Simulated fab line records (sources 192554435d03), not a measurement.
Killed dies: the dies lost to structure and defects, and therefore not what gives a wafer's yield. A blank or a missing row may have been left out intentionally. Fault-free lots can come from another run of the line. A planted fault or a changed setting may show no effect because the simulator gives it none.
Chamber matching | flow n5Finfet | 3 sister chambers for N5_BEOL_M1_CVD_47 on cvdCo-02
The step deposits Co from CCTBA/H2, target thk 3 nm, time 223.8 s. 6 wafers are shown with their chamber, then 7 later ones without.

EACH WAFER AND ITS CHAMBER
wafer  | chamber | runLengthS (s)
L316.3 | 1       | 246.3
L332.2 | 0       | 247.5
L332.5 | 2       | 247.1
L332.6 | 0       | 248.3
L335.2 | 1       | 247.2
L335.4 | 2       | 248.2

WAFERS WHOSE CHAMBER IS MISSING
wafer  | runLengthS (s)
L335.5 | 247.7
L336.1 | 247.2
L336.2 | 247.7
L336.4 | 247.7
L337.4 | 247.3
L337.5 | 246.3
L337.6 | 247.5

CHAMBER TAKEN BY EACH
wafer  | from the rows above          | in truth
L335.5 | can't be placed: 2 or 0 or 1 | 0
L336.1 | can't be placed: 1 or 2 or 0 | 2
L336.2 | can't be placed: 2 or 0 or 1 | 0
L336.4 | can't be placed: 2 or 0 or 1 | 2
L337.4 | can't be placed: 2 or 1 or 0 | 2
L337.5 | can't be placed: 1 or 2 or 0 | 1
L337.6 | can't be placed: 2 or 0 or 1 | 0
Placed correctly: 0 of 7. These rows do not allow placing 7 (true chamber among the candidates in 7). Placed wrongly: 0.
How it was worked out, from the rows above alone: a wafer's distance from a chamber is the root of the sum, over the readings, of the square of ((its reading less the chamber's mean) divided by the reading's scatter). If the next closest chamber is less than 2 further off than the closest, the wafer can't be placed; otherwise it belongs to the closest. The mean given for a chamber averages the wafers shown for that chamber. The scatter: the root of (the sum of the squares of (reading less its chamber's mean) over the shown wafers, divided by (wafers less chambers)).
